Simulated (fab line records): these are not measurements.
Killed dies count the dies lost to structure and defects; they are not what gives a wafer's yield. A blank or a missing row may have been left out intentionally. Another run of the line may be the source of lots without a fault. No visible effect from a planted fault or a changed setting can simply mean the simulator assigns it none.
fab line records -- flow nandHarc
record lots=7, wafers=18, lastDay=33
route steps=1302 shown A_DECK1_JOINT@544 A_ONON_D2@545 END@1302
lots untouched by any fault: they come from a run of this same line in which no faults occurred
startH: the number of hours between the record's first day and the start of the first shown wafer of the lot -- waitH: hours elapsed since this lot's preceding step -- " identical to the entry in the row above -- L1.1+2: one row covering several wafers at once -- - no value, or no start was given -- * or withheld: withheld -- < > ~ a bound
route shown NAME@n: NAME is a module with steps in the file, n the number in the route of the first one -- usual: the fault-free wafers' mean and standard deviation -- same: alike in all rows -- chamber/n: place in a boat -- sites: the reading at each site -- _std_site: standard deviation of those values -- _edge_site: inner sites' mean taken away from outer sites' mean -- radiusMm: for every site, how far away it sits from the centre of the wafer -- mask NAME#n: copy n -- behind: the last tool/chamber to shape the wafer -- hold: reason for holding the lot/hours on hold/outcome of the hold -- device: the n, p or np transistor that did not switch -- end of line: tests run on the same wafers once the route is complete -- for a step that has no rows: nothing shown but its recipe -- killed: the dies lost at the first sort to structure and to defects; this is not the yield of the wafer -- map: a wafer's dies, x killed, . not, _ none there
set.NAME: the setting that was run; set.NAME@STEP: the one run at that earlier step -- model.NAME: the simulator's own value behind a step, which no gauge read
lots seen at some steps along the route; tables by step, rows by wafer
services: a tool's chamber out of use, with start hour (startH, from the record's first day; less than 0 if before it), hours out, and reason
## steps
# step NHARC_A_DECK1_JOINT_INSPECT_05
# usual rawDefectCount=339/130
lot.wafer,tool,chamber,startH,waitH,rawDefectCount
L304.1,defectInspect-01,-,307.81,0.0,306
L304.2,defectInspect-01,-,307.81,0.0,189
L304.3,defectInspect-01,-,307.81,0.0,163
L306.1,defectInspect-01,-,324.72,0.0,276
L306.2,defectInspect-01,-,324.72,0.0,304
L306.6,defectInspect-01,-,324.72,0.0,392
L309.2,defectInspect-01,-,347.95,0.0,377
L309.4,defectInspect-01,-,347.95,0.0,273
L310.3,defectInspect-02,-,363.89,0.0,499
L310.4,defectInspect-02,-,363.89,0.0,297
L311.3,defectInspect-01,-,389.14,0.0,283
L311.4,defectInspect-01,-,389.14,0.0,242
L318.1,defectInspect-02,-,447.14,0.0,258
L318.3,defectInspect-02,-,447.14,0.0,488
L318.4,defectInspect-02,-,447.14,0.0,481
L322.1,defectInspect-01,-,505.03,0.0,239
L322.2,defectInspect-01,-,505.03,0.0,342
L322.4,defectInspect-01,-,505.03,0.0,235
# step NHARC_A_ONON_D2_DEP_00
# recipe targetThkA=10000, n2FlowSccm=2750, n2oFlowSccm=2000, nh3FlowSccm=500, sih4FlowSccm=210, tempC=400
# step NHARC_A_ONON_D2_THK_MEAS_02
# recipe thkMeasGauge=ellipsometry
# usual thkNm=1003/7.7
lot.wafer,tool,chamber,startH,waitH,thkNm
L304.1,filmMetro-02,-,308.51,-,1011
L304.2,filmMetro-02,-,308.51,-,1013
L304.3,filmMetro-02,-,308.51,-,1009
L306.1,filmMetro-02,-,325.30,-,1009
L306.2,filmMetro-02,-,325.30,-,1009
L306.6,filmMetro-02,-,325.30,-,1008
L309.2,filmMetro-02,-,348.52,-,1000
L309.4,filmMetro-02,-,348.52,-,1000
L310.3,filmMetro-02,-,364.47,-,999
L310.4,filmMetro-02,-,364.47,-,999
L311.3,filmMetro-02,-,389.72,-,1003
L311.4,filmMetro-02,-,389.72,-,1004
L318.1,filmMetro-02,-,447.71,-,996
L318.3,filmMetro-02,-,447.71,-,997
L318.4,filmMetro-02,-,447.71,-,995
L322.1,filmMetro-02,-,505.60,-,1011
L322.2,filmMetro-02,-,505.60,-,1012
L322.4,filmMetro-02,-,505.60,-,1012
# step NHARC_A_ONON_D2_DEP_03
# recipe targetThkA=10000, n2FlowSccm=2750, n2oFlowSccm=2000, nh3FlowSccm=500, sih4FlowSccm=210, tempC=400
# step NHARC_A_ONON_D2_THK_MEAS_05
# recipe thkMeasGauge=ellipsometry
# usual thkNm=1003/8
lot.wafer,tool,chamber,startH,waitH,thkNm
L304.1,filmMetro-02,-,309.07,-,999
L304.2,filmMetro-02,-,309.07,-,1000
L304.3,filmMetro-02,-,309.07,-,1000
L306.1,filmMetro-02,-,325.87,-,1005
L306.2,filmMetro-02,-,325.87,-,1006
L306.6,filmMetro-02,-,325.87,-,1006
L309.2,filmMetro-02,-,349.09,-,1018
L309.4,filmMetro-02,-,349.09,-,1016
L310.3,filmMetro-02,-,365.04,-,997
L310.4,filmMetro-02,-,365.04,-,995
L311.3,filmMetro-02,-,390.29,-,997
L311.4,filmMetro-02,-,390.29,-,997
L318.1,filmMetro-02,-,448.28,-,1006
L318.3,filmMetro-02,-,448.28,-,1005
L318.4,filmMetro-02,-,448.28,-,1006
L322.1,filmMetro-01,-,506.16,-,1012
L322.2,filmMetro-01,-,506.16,-,1014
L322.4,filmMetro-01,-,506.16,-,1014
# step NHARC_A_ONON_D2_DEP_06
# recipe targetThkA=10000, n2FlowSccm=2750, n2oFlowSccm=2000, nh3FlowSccm=500, sih4FlowSccm=210, tempC=400
# step NHARC_A_ONON_D2_THK_MEAS_08
# recipe thkMeasGauge=ellipsometry
# usual thkNm=1000/8.9
lot.wafer,tool,chamber,startH,waitH,thkNm
L304.1,filmMetro-02,-,309.64,-,996
L304.2,filmMetro-02,-,309.64,-,995
L304.3,filmMetro-02,-,309.64,-,995
L306.1,filmMetro-02,-,326.43,-,986
L306.2,filmMetro-02,-,326.43,-,989
L306.6,filmMetro-02,-,326.43,-,988
L309.2,filmMetro-02,-,349.66,-,991
L309.4,filmMetro-02,-,349.66,-,991
L310.3,filmMetro-02,-,365.61,-,997
L310.4,filmMetro-02,-,365.61,-,996
L311.3,filmMetro-02,-,390.86,-,991
L311.4,filmMetro-02,-,390.86,-,991
L318.1,filmMetro-02,-,448.85,-,994
L318.3,filmMetro-02,-,448.85,-,993
L318.4,filmMetro-02,-,448.85,-,994
L322.1,filmMetro-01,-,506.72,-,1007
L322.2,filmMetro-01,-,506.72,-,1005
L322.4,filmMetro-01,-,506.72,-,1007
# step NHARC_A_ONON_D2_DEP_09
# recipe targetThkA=10000, n2FlowSccm=2750, n2oFlowSccm=2000, nh3FlowSccm=500, sih4FlowSccm=210, tempC=400
# step NHARC_A_ONON_D2_THK_MEAS_11
# recipe thkMeasGauge=ellipsometry
# usual thkNm=1001/9.2
lot.wafer,tool,chamber,startH,waitH,thkNm
L304.1,filmMetro-02,-,310.21,-,1001
L304.2,filmMetro-02,-,310.21,-,1001
L304.3,filmMetro-02,-,310.21,-,1002
L306.1,filmMetro-02,-,327.00,-,997
L306.2,filmMetro-02,-,327.00,-,996
L306.6,filmMetro-02,-,327.00,-,996
L309.2,filmMetro-02,-,350.23,-,998
L309.4,filmMetro-02,-,350.23,-,1001
L310.3,filmMetro-02,-,366.18,-,1012
L310.4,filmMetro-02,-,366.18,-,1010
L311.3,filmMetro-02,-,391.42,-,1014
L311.4,filmMetro-02,-,391.42,-,1014
L318.1,filmMetro-02,-,449.41,-,993
L318.3,filmMetro-02,-,449.41,-,993
L318.4,filmMetro-02,-,449.41,-,992
L322.1,filmMetro-01,-,507.29,-,1008
L322.2,filmMetro-01,-,507.29,-,1008
L322.4,filmMetro-01,-,507.29,-,1008
# step NHARC_A_ONON_D2_DEP_12
# recipe targetThkA=10000, n2FlowSccm=2750, n2oFlowSccm=2000, nh3FlowSccm=500, sih4FlowSccm=210, tempC=400
# step NHARC_A_ONON_D2_THK_MEAS_14
# recipe thkMeasGauge=ellipsometry
# usual thkNm=1001/10
lot.wafer,tool,chamber,startH,waitH,thkNm
L304.1,filmMetro-02,-,310.77,-,992
L304.2,filmMetro-02,-,310.77,-,992
L304.3,filmMetro-02,-,310.77,-,993
L306.1,filmMetro-02,-,327.57,-,1008
L306.2,filmMetro-02,-,327.57,-,1008
L306.6,filmMetro-02,-,327.57,-,1007
L309.2,filmMetro-02,-,350.79,-,996
L309.4,filmMetro-02,-,350.79,-,996
L310.3,filmMetro-02,-,366.75,-,1005
L310.4,filmMetro-02,-,366.75,-,1001
L311.3,filmMetro-02,-,391.99,-,1011
L311.4,filmMetro-02,-,391.99,-,1010
L318.1,filmMetro-02,-,449.98,-,1010
L318.3,filmMetro-02,-,449.98,-,1007
L318.4,filmMetro-02,-,449.98,-,1009
L322.1,filmMetro-01,-,507.86,-,991
L322.2,filmMetro-01,-,507.86,-,991
L322.4,filmMetro-01,-,507.86,-,991
# step NHARC_A_ONON_D2_ANNEAL_15
# recipe tempC=750, timeS=3600
# step NHARC_A_ONON_D2_DEP_16
# recipe targetThkA=10000, n2FlowSccm=2750, n2oFlowSccm=2000, nh3FlowSccm=500, sih4FlowSccm=210, tempC=400
# usual n2FlowSccm=2747/8.9
lot.wafer,tool,chamber,startH,waitH,n2FlowSccm
L304.1,pecvdOnon-01,0,320.82,0.5,2746
L304.2,pecvdOnon-01,0,320.82,0.5,2752
L304.3,pecvdOnon-01,0,320.82,0.5,2757
L306.1,pecvdOnon-03,0,337.92,0.4,2730
L306.2,pecvdOnon-03,0,337.92,0.4,2724
L306.6,pecvdOnon-03,0,337.92,0.4,2750
L309.2,pecvdOnon-03,0,359.49,0.5,2755
L309.4,pecvdOnon-03,0,359.49,0.5,2761
L310.3,pecvdOnon-03,0,373.67,0.5,2762
L310.4,pecvdOnon-03,0,373.67,0.5,2757
L311.3,pecvdOnon-03,0,401.31,0.5,2770
L311.4,pecvdOnon-03,0,401.31,0.5,2749
L318.1,pecvdOnon-03,0,456.85,0.4,2738
L318.3,pecvdOnon-03,0,456.85,0.4,2740
L318.4,pecvdOnon-03,0,456.85,0.4,2745
L322.1,pecvdOnon-01,0,514.72,0.4,2754
L322.2,pecvdOnon-01,0,514.72,0.4,2749
L322.4,pecvdOnon-01,0,514.72,0.4,2749
# step NHARC_A_ONON_D2_THK_MEAS_18
# recipe thkMeasGauge=ellipsometry
# usual thkNm=1000/8.1
lot.wafer,tool,chamber,startH,waitH,thkNm
L304.1,filmMetro-02,-,321.34,-,990
L304.2,filmMetro-02,-,321.34,-,993
L304.3,filmMetro-02,-,321.34,-,992
L306.1,filmMetro-02,-,338.43,-,1008
L306.2,filmMetro-02,-,338.43,-,1009
L306.6,filmMetro-02,-,338.43,-,1009
L309.2,filmMetro-02,-,359.95,-,1899
L309.4,filmMetro-02,-,359.95,-,1900
L310.3,filmMetro-02,-,388.01,-,993
L310.4,filmMetro-02,-,388.01,-,1890
L311.3,filmMetro-02,-,401.71,-,999
L311.4,filmMetro-02,-,401.71,-,1897
L318.1,filmMetro-02,-,457.36,-,986
L318.3,filmMetro-02,-,457.36,-,985
L318.4,filmMetro-02,-,457.36,-,987
L322.1,filmMetro-02,-,515.23,-,1008
L322.2,filmMetro-02,-,515.23,-,1007
L322.4,filmMetro-02,-,515.23,-,1007
# step NHARC_A_ONON_D2_DEP_19
# recipe targetThkA=10000, n2FlowSccm=2750, n2oFlowSccm=2000, nh3FlowSccm=500, sih4FlowSccm=210, tempC=400
# step NHARC_END_SORT_01
# recipe tempC=25
# usual killedAtArray=54/21, killedAtOther=0.9/1.1, killedAtPeriphery=3.5/2.5, killedDies=58/21, killedOpen=3.3/1.9, killedShort=2.6/1.8
# same grossDies=677
lot.wafer,tool,chamber,startH,waitH,killedAtArray,killedAtOther,killedAtPeriphery,killedDies,killedOpen,killedShort
L309.2,prober-01,0,643.29,2.8,675,1,1,677,3,3
L309.4,prober-01,0,644.89,3.4,676,0,1,677,3,1
L310.3,prober-02,0,661.53,3.1,64,0,2,66,6,0
L310.4,prober-02,0,662.32,3.4,674,0,3,677,2,4
L311.3,prober-01,0,676.04,3.1,40,0,1,41,1,1
L311.4,prober-01,0,676.85,3.4,673,0,4,677,6,3
# killed by level:class
L309.2 A_ONON_D2:areaDep=606 A_CHANNEL_HOLE_D2:chamberFilmFlake=24 A_CHANNEL_HOLE_D1:chamberFilmFlake=18 A_SLIT:chamberFilmFlake=16 A_CONTACT:chamberFilmFlake=3 A_SOURCE_PLATE:geometricParticle:short=1 A_CHANNEL_FILL_D1:geometricParticle:open=1 A_DECK1_JOINT:geometricParticle:short=1
L309.4 A_ONON_D2:areaDep=582 A_CHANNEL_HOLE_D2:chamberFilmFlake=31 A_CHANNEL_HOLE_D1:chamberFilmFlake=29 A_SLIT:chamberFilmFlake=26 A_STAIRCASE:chamberFilmFlake=3 P_CONTACT:geometricParticle:open=1 A_CHANNEL_HOLE_D1:geometricParticle:open=1 A_ONON_D2:geometricParticle:open=1
L310.3 A_CHANNEL_HOLE_D1:chamberFilmFlake=35 A_CHANNEL_HOLE_D2:chamberFilmFlake=15 A_CONTACT:chamberFilmFlake=4 A_DECK1_JOINT:geometricParticle:open=2 A_STAIRCASE:chamberFilmFlake=2 A_CHANNEL_HOLE_D1:geometricParticle:open=1 A_ONON_D2:geometricParticle:open=1 A_CHANNEL_FILL_D2:geometricParticle:open=1
L310.4 A_ONON_D2:areaDep=611 A_CHANNEL_HOLE_D1:chamberFilmFlake=35 A_CHANNEL_HOLE_D2:chamberFilmFlake=17 A_STAIRCASE:chamberFilmFlake=3 A_BLC:geometricParticle:open=2 A_CONTACT:chamberFilmFlake=2 A_BLC:chamberFilmFlake=2 P_M0:geometricParticle:short=1
L311.3 A_CHANNEL_HOLE_D1:chamberFilmFlake=35 A_CONTACT:chamberFilmFlake=2 P_GATE:geometricParticle:short=1 A_BLC:geometricParticle:open=1 A_DECK1_JOINT:chamberFilmFlake=1 A_STAIRCASE:chamberFilmFlake=1
L311.4 A_ONON_D2:areaDep=623 A_CHANNEL_HOLE_D1:chamberFilmFlake=33 A_CONTACT:chamberFilmFlake=6 A_STAIRCASE:chamberFilmFlake=3 P_CONTACT:geometricParticle:open=2 A_CHANNEL_FILL_D1:geometricParticle:open=2 A_ONON_D2:geometricParticle:open=2 P_ZERO_WELL:chamberFilmFlake=2
# map L309.2 (x killed, . not)
____________x____________
_________xxxxxxx_________
_______xxxxxxxxxxx_______
______xxxxxxxxxxxxx______
_____xxxxxxxxxxxxxxx_____
____xxxxxxxxxxxxxxxxx____
____xxxxxxxxxxxxxxxxx____
___xxxxxxxxxxxxxxxxxxx___
___xxxxxxxxxxxxxxxxxxx___
__xxxxxxxxxxxxxxxxxxxxx__
__xxxxxxxxxxxxxxxxxxxxx__
_xxxxxxxxxxxxxxxxxxxxxxx_
_xxxxxxxxxxxxxxxxxxxxxxx_
_xxxxxxxxxxxxxxxxxxxxxxx_
_xxxxxxxxxxxxxxxxxxxxxxx_
_xxxxxxxxxxxxxxxxxxxxxxx_
xxxxxxxxxxxxxxxxxxxxxxxxx
xxxxxxxxxxxxxxxxxxxxxxxxx
xxxxxxxxxxxxxxxxxxxxxxxxx
xxxxxxxxxxxxxxxxxxxxxxxxx
xxxxxxxxxxxxxxxxxxxxxxxxx
_xxxxxxxxxxxxxxxxxxxxxxx_
_xxxxxxxxxxxxxxxxxxxxxxx_
_xxxxxxxxxxxxxxxxxxxxxxx_
_xxxxxxxxxxxxxxxxxxxxxxx_
_xxxxxxxxxxxxxxxxxxxxxxx_
__xxxxxxxxxxxxxxxxxxxxx__
__xxxxxxxxxxxxxxxxxxxxx__
___xxxxxxxxxxxxxxxxxxx___
___xxxxxxxxxxxxxxxxxxx___
____xxxxxxxxxxxxxxxxx____
____xxxxxxxxxxxxxxxxx____
_____xxxxxxxxxxxxxxx_____
______xxxxxxxxxxxxx______
_______xxxxxxxxxxx_______
_________xxxxxxx_________
____________x____________
# map L310.4 (x killed, . not)
____________x____________
_________xxxxxxx_________
_______xxxxxxxxxxx_______
______xxxxxxxxxxxxx______
_____xxxxxxxxxxxxxxx_____
____xxxxxxxxxxxxxxxxx____
____xxxxxxxxxxxxxxxxx____
___xxxxxxxxxxxxxxxxxxx___
___xxxxxxxxxxxxxxxxxxx___
__xxxxxxxxxxxxxxxxxxxxx__
__xxxxxxxxxxxxxxxxxxxxx__
_xxxxxxxxxxxxxxxxxxxxxxx_
_xxxxxxxxxxxxxxxxxxxxxxx_
_xxxxxxxxxxxxxxxxxxxxxxx_
_xxxxxxxxxxxxxxxxxxxxxxx_
_xxxxxxxxxxxxxxxxxxxxxxx_
xxxxxxxxxxxxxxxxxxxxxxxxx
xxxxxxxxxxxxxxxxxxxxxxxxx
xxxxxxxxxxxxxxxxxxxxxxxxx
xxxxxxxxxxxxxxxxxxxxxxxxx
xxxxxxxxxxxxxxxxxxxxxxxxx
_xxxxxxxxxxxxxxxxxxxxxxx_
_xxxxxxxxxxxxxxxxxxxxxxx_
_xxxxxxxxxxxxxxxxxxxxxxx_
_xxxxxxxxxxxxxxxxxxxxxxx_
_xxxxxxxxxxxxxxxxxxxxxxx_
__xxxxxxxxxxxxxxxxxxxxx__
__xxxxxxxxxxxxxxxxxxxxx__
___xxxxxxxxxxxxxxxxxxx___
___xxxxxxxxxxxxxxxxxxx___
____xxxxxxxxxxxxxxxxx____
____xxxxxxxxxxxxxxxxx____
_____xxxxxxxxxxxxxxx_____
______xxxxxxxxxxxxx______
_______xxxxxxxxxxx_______
_________xxxxxxx_________
____________x____________
## services
tool,chamber,startH,hours,kind
pecvdOnon-03,-,408.00,13.0,pm
pecvdOnon-01,-,450.02,13.0,pm
## key
firstSign step=NHARC_A_ONON_D2_THK_MEAS_18, reading=thkNm, direction=up, sigmas=99+, usual=1000, struck=1897
effect step=NHARC_END_SORT_01, reading=killedAtArray, direction=up, sigmas=29, usual=54, struck=674
moreKillsBornAt NHARC_A_ONON_D2_DEP_16@pecvdOnon-03=2422
metAt NHARC_A_ONON_D2_DEP_16
struckWafers L309.2,L309.4,L310.4,L311.4
laterRowsLeftOut L309.2,L309.4,L310.4,L311.4
testerLeftOut L309,L310,L311
onsetBetween 337.92 359.49
fault kind=processParameterDrift, tool=pecvdOnon-03, chamber=-, onsetH=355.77, steps=NHARC_A_ONON_D2_DEP_16, channel=targetThkA, offset=*, shape=step, endH=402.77, scope=struckWafersOnly, actsIn=*, stated=*
# testerLeftOut: of these lots the tester's yield and bins aren't shown, on N5 and GAA mostly nor the transistor test; their killed dies are dies lost to structure and defects alone, not to doping, threshold or leakage, so they don't give the yield
# laterRowsLeftOut: the simulator's readings of these wafers behind a module that went badly wrong aren't trusted and aren't shown, but for the sort
